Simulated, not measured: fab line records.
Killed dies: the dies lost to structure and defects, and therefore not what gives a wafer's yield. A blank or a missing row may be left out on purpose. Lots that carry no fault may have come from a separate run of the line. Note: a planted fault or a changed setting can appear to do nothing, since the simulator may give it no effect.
fab line records    flow n5-finfet
record lots=10  wafers=30  last-day=18
route steps=1938 shown MOL_CONTACT_COAG@532 BEOL_M4@1082 PASSIVATION@1936
lots that met no fault: from a run of the same line without faults
start-h: hours from the record's first day to the start of the lot's first wafer shown    wait-h: hours elapsed since this lot's preceding step    " as in the row above    L1.1+2: several wafers, shown together as one row    - value missing, or start not given    * or withheld: withheld    < > ~ a bound
route shown NAME@n: NAME is a module with steps in the file, n the number in the route of the first one    usual: average and standard deviation across the fault-free wafers    same: alike in all rows    chamber/n: place in a boat    sites: each site's reading    _std_site: how widely they spread, as a standard deviation    _edge_site: the outer-site mean with the inner-site mean subtracted    radius-mm: for every site, how far away it sits from the centre of the wafer    mask NAME#n: copy n    behind: the most recent tool/chamber to have shaped the wafer    hold: the reason the lot was held/the length of the hold in hours/how it ended    device: the n, p or np transistor that did not switch    end of line: the tests these same wafers got at the end of their route    a step without rows: its recipe alone    killed: the dies lost at the first sort to structure and to defects; this is not the yield of the wafer    map: shows each die of a wafer: x if killed, . if not, _ if none is there
set.NAME: the setting as run; set.NAME@STEP: as run at that earlier step    model.NAME: the simulator's own value behind a step, which no gauge read
steps of the route over a sample of lots; a table a step, a row a wafer
services: from which hour (start-h, from the record's first day; less than 0 if before it) a tool's chamber was out of use, for how many hours, and why
## steps
# step N5_MOL_CONTACT_COAG_ETCH_106
# recipe chemistry=N2/H2  target=SOC  target-depth-a=800  overetch-a=160  mask-material=SiARC  temp-c=40  time-s=120  ion-energy-ev=200  pressure-mtorr=30  source-w=840  bias-w=150  n2-flow-sccm=200  h2-flow-sccm=200
# usual drypump-motor-current-A=5.9/0.37  oes-product-au=0.71/0.072  rf-vpp-V=523.2/2.3  showerhead-plenum-p-Torr=2.52/0.074  throttle-valve-pct=17.81/0.23
lot.wafer  tool         chamber  start-h  wait-h  drypump-motor-current-A  oes-product-au  rf-hours-counter-h  rf-vpp-V  showerhead-plenum-p-Torr  throttle-valve-pct
L367.1     rie-diel-01  3        85.39    0.0     5.7                      0.71            90                  522.8     2.46                      17.95
L367.2     "            2        "        "       6.2                      0.66            175                 524.6     2.53                      17.74
L367.3     "            0        "        "       6.1                      0.76            67                  522.4     2.47                      17.53
L368.1     rie-diel-04  1        92.00    0.0     6.2                      0.80            20                  529.0     2.71                      17.80
L368.5     "            0        "        "       5.5                      0.80            -                   521.7     2.48                      17.42
L368.6     "            3        "        "       5.6                      0.81            -                   527.0     2.70                      17.74
L369.1     rie-diel-01  1        98.26    0.0     5.9                      0.63            203                 522.3     2.53                      17.84
L369.3     "            0        "        "       6.1                      0.76            71                  521.8     2.47                      17.52
L369.4     "            3        "        "       5.7                      0.72            94                  523.2     2.46                      17.97
L370.1     rie-diel-03  0        103.29   0.0     5.1                      0.61            238                 525.1     2.51                      18.12
L370.5     "            0        "        "       5.1                      0.61            -                   521.7     2.51                      18.11
L370.6     "            1        "        "       6.4                      0.61            -                   522.8     2.51                      17.80
L371.3     rie-diel-01  3        112.21   0.0     5.7                      0.71            98                  521.8     2.46                      17.98
L371.4     "            1        "        "       6.0                      0.63            207                 522.7     2.53                      17.84
L371.6     "            0        "        "       6.0                      0.76            -                   521.9     2.46                      17.53
L372.2     rie-diel-03  0        115.56   0.0     5.1                      0.61            242                 521.2     2.51                      18.13
L372.3     "            1        "        "       6.4                      0.62            243                 522.6     2.51                      17.82
L372.4     "            3        "        "       5.9                      0.69            141                 521.4     2.45                      18.10
L379.1     rie-diel-01  1        159.24   0.0     6.0                      0.60            223                 521.9     2.52                      17.84
L379.4     "            2        "        "       6.2                      0.64            198                 522.7     2.52                      17.80
L379.5     "            0        "        "       6.1                      0.74            -                   522.4     2.46                      17.56
L381.1     rie-diel-03  3        173.93   0.0     5.9                      0.68            165                 518.3     2.44                      18.14
L381.2     "            2        "        "       5.5                      0.69            146                 526.8     2.66                      18.12
L381.6     "            1        "        "       6.4                      0.85            -                   523.5     2.50                      17.42
L389.1     rie-diel-03  1        219.28   0.0     6.3                      0.81            23                  523.0     2.50                      17.44
L389.2     "            0        "        "       5.1                      0.82            14                  521.2     2.50                      17.71
L389.5     "            0        "        "       5.1                      0.82            -                   523.4     2.50                      17.71
L390.1     rie-diel-03  1        226.50   0.0     6.4                      0.80            26                  521.9     2.49                      17.46
L390.4     "            0        "        "       5.1                      0.81            -                   523.1     2.49                      17.70
L390.6     "            3        "        "       5.9                      0.67            -                   521.0     2.43                      18.17
# step N5_BEOL_M4_SURFACE_TREAT_85
# recipe gas=Ar  time-s=*  ion-energy-ev=*  ion-current-ma-cm2=0.5  pressure-mtorr=*  ar-flow-sccm=30
# usual throttle-valve-pct=*
lot.wafer  tool            chamber  start-h  wait-h  throttle-valve-pct
L367.1     pvd-sputter-01  -        175.15   0.3     *
L367.2     "               -        "        "       *
L367.3     "               -        "        "       *
L368.1     pvd-sputter-02  -        189.72   0.1     *
L368.5     "               -        "        "       *
L368.6     "               -        "        "       *
L370.1     pvd-sputter-02  -        197.08   0.2     *
L370.5     "               -        "        "       *
L370.6     "               -        "        "       *
L369.1     pvd-sputter-01  -        197.12   0.2     *
L369.3     "               -        "        "       *
L369.4     "               -        "        "       *
L371.3     pvd-sputter-02  -        201.02   0.1     *
L371.4     "               -        "        "       *
L371.6     "               -        "        "       *
L372.2     pvd-sputter-03  -        202.79   0.1     *
L372.3     "               -        "        "       *
L372.4     "               -        "        "       *
L379.1     pvd-sputter-03  -        257.44   0.1     *
L379.4     "               -        "        "       *
L379.5     "               -        "        "       *
L381.1     pvd-sputter-03  -        267.60   0.2     *
L381.2     "               -        "        "       *
L381.6     "               -        "        "       *
L389.1     pvd-sputter-01  -        312.99   0.1     *
L389.2     "               -        "        "       *
L389.5     "               -        "        "       *
L390.1     pvd-sputter-01  -        317.11   0.1     *
L390.4     "               -        "        "       *
L390.6     "               -        "        "       *
# step N5_BEOL_M4_SPUTTER_86
# recipe material=Cu  target-thk-a=45  temp-c=-20  chamber-pressure-pa=0.07  power-w=withheld  time-s=8.29
# usual throttle-valve-pct=30.1/0.98
lot.wafer  tool            chamber  start-h  wait-h  throttle-valve-pct
L367.1     pvd-sputter-01  -        176.09   0.1     31.6
L367.2     "               -        "        "       29.6
L367.3     "               -        "        "       30.0
L368.1     pvd-sputter-02  -        190.92   0.1     31.1
L368.5     "               -        "        "       28.2
L368.6     "               -        "        "       30.5
L370.1     pvd-sputter-02  -        197.96   0.1     31.3
L370.5     "               -        "        "       29.8
L370.6     "               -        "        "       30.9
L369.1     pvd-sputter-01  -        198.00   0.1     29.7
L369.3     "               -        "        "       32.0
L369.4     "               -        "        "       29.7
L371.3     pvd-sputter-02  -        201.94   0.1     29.7
L371.4     "               -        "        "       28.3
L371.6     "               -        "        "       29.5
L372.2     pvd-sputter-02  -        205.87   0.1     29.9
L372.3     "               -        "        "       30.8
L372.4     "               -        "        "       28.2
L379.1     pvd-sputter-02  -        258.48   0.1     30.6
L379.4     "               -        "        "       28.0
L379.5     "               -        "        "       29.7
L381.1     pvd-sputter-03  -        268.54   0.1     30.0
L381.2     "               -        "        "       30.3
L381.6     "               -        "        "       31.5
L389.1     pvd-sputter-01  -        314.09   0.1     29.7
L389.2     "               -        "        "       29.6
L389.5     "               -        "        "       29.8
L390.1     pvd-sputter-02  -        318.17   0.1     28.3
L390.4     "               -        "        "       29.4
L390.6     "               -        "        "       28.4
# step N5_BEOL_M4_ANNEAL_95
# recipe temp-c=400  time-s=240  ambient=vacuum
# usual heater-power-w=810/110
lot.wafer  tool            chamber  start-h  wait-h  heater-power-w
L367.1     pvd-sputter-01  -        177.05   0.0     705
L367.2     "               -        "        "       957
L367.3     "               -        "        "       620
L368.1     pvd-sputter-02  -        191.88   0.0     910
L368.5     "               -        "        "       797
L368.6     "               -        "        "       753
L370.1     pvd-sputter-02  -        198.92   0.0     914
L370.5     "               -        "        "       715
L370.6     "               -        "        "       917
L369.1     pvd-sputter-01  -        198.96   0.0     936
L369.3     "               -        "        "       719
L369.4     "               -        "        "       931
L371.3     pvd-sputter-02  -        204.95   0.0     733
L371.4     "               -        "        "       800
L371.6     "               -        "        "       718
L372.2     pvd-sputter-02  -        206.83   0.0     707
L372.3     "               -        "        "       748
L372.4     "               -        "        "       786
L379.1     pvd-sputter-02  -        259.44   0.0     745
L379.4     "               -        "        "       802
L379.5     "               -        "        "       722
L381.1     pvd-sputter-03  -        269.50   0.0     823
L381.2     "               -        "        "       899
L381.6     "               -        "        "       840
L389.1     pvd-sputter-01  -        315.05   0.0     944
L389.2     "               -        "        "       932
L389.5     "               -        "        "       940
L390.1     pvd-sputter-02  -        319.13   0.0     760
L390.4     "               -        "        "       728
L390.6     "               -        "        "       784
# step N5_BEOL_M4_RC_MEAS_101
# usual DIBL_N=36.3/1.6  DIBL_P=36.5/1.6  IOFF_N=0.163/0.026  IOFF_P=0.22/0.033  ION_N=676/9.9  ION_P=464/6.5  RC_P=19.2/0.32  SS_N=71.5/0.5  SS_P=73.3/0.64  VT_N=249.3/2.9  VT_P=-250/3.2
lot.wafer  tool       chamber  start-h  wait-h  DIBL_N[mV/V]  DIBL_P[mV/V]  IOFF_N[nA/um]  IOFF_P[nA/um]  ION_N[uA/um]  ION_P[uA/um]  RC_P[ohm.um]  SS_N[mV/dec]  SS_P[mV/dec]  VT_N[mV]  VT_P[mV]
L367.1     prober-02  0        178.34   0.0     32.9          32.6          0.114          0.14           671           458           19.0          70.9          72.6          255.4     -259
L367.2     "          0        "        "       35.1          35.7          0.150          0.19           669           462           19.6          71.1          74.1          249.7     -252
L367.3     "          0        "        "       33.6          34.0          0.129          0.16           661           452           20.2          71.8          72.5          252.2     -254
L368.1     prober-01  0        193.13   0.0     37.5          36.8          0.167          0.23           666           457           19.0          71.6          74.2          248.8     -249
L368.5     "          0        "        "       38.1          38.0          0.175          0.25           671           462           19.1          71.3          73.7          248.0     -244
L368.6     "          0        "        "       38.2          38.0          0.187          0.26           680           468           19.1          72.5          74.3          248.9     -246
L370.1     prober-01  0        200.16   0.0     34.8          36.6          0.169          0.20           691           466           19.7          71.5          73.7          249.6     -250
L370.5     "          0        "        "       33.5          34.8          0.140          0.17           672           467           19.4          71.0          72.9          250.4     -251
L370.6     "          0        "        "       34.9          36.3          0.165          0.20           692           471           19.3          70.9          74.6          247.7     -251
L369.1     prober-02  0        200.28   0.1     36.5          35.4          0.157          0.23           674           461           19.1          72.0          72.8          251.4     -249
L369.3     "          0        "        "       38.0          37.1          0.188          0.26           685           476           19.9          72.2          73.8          244.5     -245
L369.4     "          0        "        "       35.6          34.9          0.149          0.22           695           479           19.3          71.3          73.0          246.2     -246
L371.3     prober-01  0        206.53   0.3     36.8          37.1          0.165          0.22           687           468           19.0          71.1          72.8          247.6     -248
L371.4     "          0        "        "       37.4          37.5          0.176          0.24           699           479           18.9          71.5          73.6          247.3     -248
L371.6     "          0        "        "       37.0          37.0          0.153          0.22           674           462           19.3          71.9          73.2          249.2     -251
L372.2     prober-02  0        208.37   0.2     36.9          37.9          0.179          0.22           673           463           19.6          71.6          74.8          245.1     -251
L372.3     "          0        "        "       37.0          38.1          0.182          0.22           688           466           19.2          71.7          73.9          246.4     -250
L372.4     "          0        "        "       35.6          36.5          0.160          0.20           697           464           19.1          70.8          74.3          248.8     -253
L379.1     prober-01  0        260.83   0.0     37.5          35.6          0.161          0.20           662           455           20.2          71.9          73.3          252.3     -250
L379.4     "          0        "        "       34.1          32.7          0.115          0.16           668           463           19.7          70.8          72.8          254.0     -252
L379.5     "          0        "        "       36.3          35.0          0.142          0.19           655           449           19.4          71.8          72.9          250.3     -253
L381.1     prober-02  0        270.75   0.0     37.3          36.9          0.188          0.22           682           458           18.8          72.1          73.1          246.8     -248
L381.2     "          0        "        "       36.9          36.7          0.187          0.22           675           459           19.0          72.5          73.4          244.9     -250
L381.6     "          0        "        "       36.6          36.5          0.175          0.21           680           461           19.1          72.1          72.7          248.3     -249
L389.1     prober-01  0        316.29   0.0     36.0          37.1          0.169          0.22           669           465           19.5          71.8          73.4          249.5     -250
L389.2     "          0        "        "       34.9          35.2          0.145          0.19           662           456           19.6          71.6          73.5          252.3     -251
L389.5     "          0        "        "       35.7          36.3          0.164          0.22           672           462           19.5          71.7          73.8          250.3     -248
L390.1     prober-01  0        320.48   0.0     36.3          35.8          0.173          0.24           681           463           18.8          71.5          73.2          246.1     -246
L390.4     "          0        "        "       36.5          35.5          0.165          0.23           671           462           18.6          72.0          74.0          247.7     -246
L390.6     "          0        "        "       38.5          39.0          0.217          0.30           696           473           18.7          72.0          74.1          243.8     -245
# step N5_PASSIVATION_PROBE_49
# usual defect-limited-yield=91.2/1.5  killed_at_M0_to_M3=32/9.6  killed_at_M4_up=13/5.3  killed-at-contacts=13/6.7  killed-at-front-end=42/11  killed-at-other=3.8/2.9  killed-dies=103/17  killed-on-rim=14/4.4  killed-open=67/13  killed-short=35/7.9  sort_bin_5_function=5.2/0.94  sort_bin_6_memory=3.3/0.64  sort-n-pass=1077/17  sort-yield-pct=91.2/1.5
# same gross-dies=1180  killed-at-back-side=0  sort_bin_4_leakage[%]=0  sort_bin_8_speed[%]=0
lot.wafer  tool       chamber  start-h  wait-h  defect-limited-yield[%]  killed_at_M0_to_M3  killed_at_M4_up  killed-at-contacts  killed-at-front-end  killed-at-other  killed-dies  killed-on-rim  killed-open  killed-short  sort_bin_5_function[%]  sort_bin_6_memory[%]  sort-n-pass  sort-yield-pct[%]
L379.1     prober-02  -        371.17   0.0     75.1                     35                  8                210                 35                   6                294          35             56           50            21.0                    3.3                   886          75.1
L379.4     prober-02  -        371.32   0.2     90.7                     33                  10               20                  44                   3                110          16             70           38            5.6                     3.3                   1070         90.7
L379.5     prober-02  -        371.37   0.2     89.1                     45                  10               15                  58                   1                129          19             87           42            6.4                     4.2                   1051         89.1
# killed by level:class
L379.1 MOL_CONTACT_COAG:area-etch=186 MOL_CONTACT_COAG:geometric-particle:open=16 FIN_SAQP:geometric-particle:short=12 BEOL_M0_SAQP:geometric-particle:short=12 BEOL_M0_SAQP:geometric-particle:open=9 FIN_SAQP:geometric-particle:open=8 MOL_CONTACT_COAG:geometric-particle:short=7 MIM_TOP_ETCH:geometric-particle:short=5
L379.4 MOL_CONTACT_COAG:geometric-particle:open=14 STI_FIN_REVEAL:geometric-particle:open=13 FIN_SAQP:geometric-particle:open=9 BEOL_M0_SAQP:geometric-particle:short=9 BEOL_M0_SAQP:geometric-particle:open=6 DUMMY_GATE:geometric-particle:open=5 GATE_CUT:geometric-particle:short=5 MOL_CONTACT_COAG:geometric-particle:short=5
L379.5 FIN_SAQP:geometric-particle:short=15 FIN_SAQP:geometric-particle:open=13 BEOL_M2:geometric-particle:open=13 STI_FIN_REVEAL:geometric-particle:open=12 MOL_CONTACT_COAG:geometric-particle:open=10 BEOL_M0_SAQP:geometric-particle:short=7 BEOL_M0_SAQP:geometric-particle:open=7 BEOL_M1:geometric-particle:open=6
## services
tool            chamber  start-h  hours  kind
rie-diel-01     3        63.15    7.3    repair
rie-diel-03     3        64.49    20.8   repair
rie-diel-03     2        88.25    5.0    repair
pvd-sputter-03  -        123.26   7.9    repair
rie-diel-03     1        136.58   -      clean
rie-diel-03     1        136.58   -      consumable-replace:focus-ring
rie-diel-03     1        136.58   23.6   scheduled-down
rie-diel-03     1        136.58   23.6   vent-cycle
pvd-sputter-02  -        137.70   5.1    repair
rie-diel-04     1        154.12   31.9   repair
rie-diel-03     0        160.31   -      clean
rie-diel-03     0        160.31   -      consumable-replace:focus-ring
rie-diel-03     0        160.31   19.5   scheduled-down
rie-diel-03     0        160.31   19.5   vent-cycle
rie-diel-01     1        203.47   7.2    repair
rie-diel-04     1        209.09   6.8    repair
rie-diel-03     2        212.85   15.3   repair
rie-diel-04     -        240.08   14.6   pm
rie-diel-01     1        244.09   -      clean
rie-diel-01     1        244.09   -      consumable-replace:focus-ring
rie-diel-01     1        244.09   13.9   scheduled-down
rie-diel-01     1        244.09   13.9   vent-cycle
pvd-sputter-03  -        271.86   1.3    repair
rie-diel-01     2        290.57   -      clean
## key
first-sign step=N5_BEOL_M4_RC_MEAS_101  reading=RC_P  direction=up  sigmas=3.1  usual=19.2  struck=20.2
effect step=N5_PASSIVATION_PROBE_49  reading=killed-at-contacts  direction=up  sigmas=30  usual=13  struck=210
more-kills-born-at N5_MOL_CONTACT_COAG_ETCH_106@rie-diel-01=186
met-at N5_MOL_CONTACT_COAG_ETCH_106
struck-lots L379
struck-wafers L379.1
not-acting-at N5_BEOL_M4_SURFACE_TREAT_85,N5_BEOL_M4_SPUTTER_86,N5_BEOL_M4_ANNEAL_95
onset-between 112.21 159.24
fault kind=process-parameter-drift  tool=rie-diel-01  chamber=-  onset-h=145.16  steps=N5_MOL_CONTACT_COAG_ETCH_106  channel=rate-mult  offset=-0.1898  shape=step  end-h=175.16  scope=struck-wafers-only
